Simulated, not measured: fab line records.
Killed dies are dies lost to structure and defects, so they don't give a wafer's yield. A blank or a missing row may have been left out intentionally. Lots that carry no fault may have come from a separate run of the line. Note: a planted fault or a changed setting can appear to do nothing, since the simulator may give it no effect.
Matching of chambers    flow n5_finfet    N5_BEOL_M6_STRIP_36 on rie_diel-04: 4 sister chambers
The step strips in N2/H2. 4 wafers are shown with their chamber, then 8 later ones without.

## WAFERS, EACH WITH ITS CHAMBER
wafer   chamber  throttle_valve_pct (%)
L075.4  0        24.2
L083.4  1        23.5
L088.6  2        24.0
L092.1  3        23.0

## WAFERS MISSING THEIR CHAMBER
wafer   throttle_valve_pct (%)
L092.2  23.5
L092.6  23.5
L094.1  23.5
L094.2  23.0
L094.5  23.0
L097.2  23.0
L097.3  23.7
L097.6  24.2

## WHICH CHAMBER EACH ONE RAN IN
wafer   from the rows above      in truth
L092.2  1                        1
L092.6  1                        1
L094.1  1                        1
L094.2  3                        3
L094.5  3                        3
L097.2  3                        3
L097.3  can't be placed: 1 or 2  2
L097.6  0                        0
Correctly placed: 7 of 8. Can't be placed from these rows: 1 (the true chamber is among the candidates in 1). 0 placed wrongly.
How it was worked out, from the rows above alone: a wafer's distance from a chamber is the root of the sum, over the readings, of the square of ((its reading less the chamber's mean) divided by the reading's scatter). The wafer belongs to the nearest chamber; if the next one is less than 2 further off, it can't be placed. A chamber's mean is the mean of its shown wafers. The scatter (one wafer shown for each chamber): square how far every hidden wafer sits from the nearest shown wafer, average those squares and take the square root.
